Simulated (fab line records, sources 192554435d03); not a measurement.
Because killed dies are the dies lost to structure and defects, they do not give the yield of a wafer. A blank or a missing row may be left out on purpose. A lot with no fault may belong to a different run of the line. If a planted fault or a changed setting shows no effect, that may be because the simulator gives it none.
Matching of chambers	flow n5Finfet	aldSin-01 running N5_BEOL_M0_SAQP_ALD_48: 4 sister chambers
The step deposits SiO2, target thk 20 nm, pulse time 1 s, co reactant pulse time 1 s. 8 wafers are shown with their chamber, then 12 later ones without.

WAFERS WITH THEIR CHAMBER
wafer	chamber	heaterPowerW (W)	precursorPulseHeightRel
L082.1	1	70	1.000
L082.2	0	92	1.003
L082.6	3	73	0.987
L087.1	0	92	0.960
L087.4	1	69	1.002
L088.1	3	72	1.023
L088.3	2	80	0.954
L088.6	2	80	1.002

WAFERS MISSING THEIR CHAMBER
wafer	heaterPowerW (W)	precursorPulseHeightRel
L094.2	93	1.005
L094.4	74	0.986
L094.6	70	0.995
L095.1	92	0.998
L095.3	74	0.989
L095.5	78	1.014
L097.2	91	0.955
L097.3	74	0.999
L097.4	71	1.012
L096.2	93	1.002
L096.4	72	1.003
L096.6	73	1.022

WHICH CHAMBER EACH WENT THROUGH
wafer	from the rows above	in truth
L094.2	0	0
L094.4	3	3
L094.6	1	1
L095.1	0	0
L095.3	3	3
L095.5	2	2
L097.2	0	0
L097.3	3	3
L097.4	can't be placed: 3 or 1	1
L096.2	0	0
L096.4	3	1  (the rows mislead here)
L096.6	3	3
10 of 12 placed correctly. Cannot be placed on the basis of these rows: 1; the candidates contain the true chamber in 1. Wrongly placed: 1.
How it was worked out, from the rows above alone: a wafer's distance from a chamber is the root of the sum, over the readings, of the square of ((its reading less the chamber's mean) divided by the reading's scatter). The wafer belongs to the nearest chamber; if the next one is less than 2 further off, it can't be placed. Each chamber's mean is taken over the wafers shown for it. The scatter is the square root of a quotient: the sum, over the shown wafers, of each reading's squared deviation from its chamber's mean, divided by wafers minus chambers.
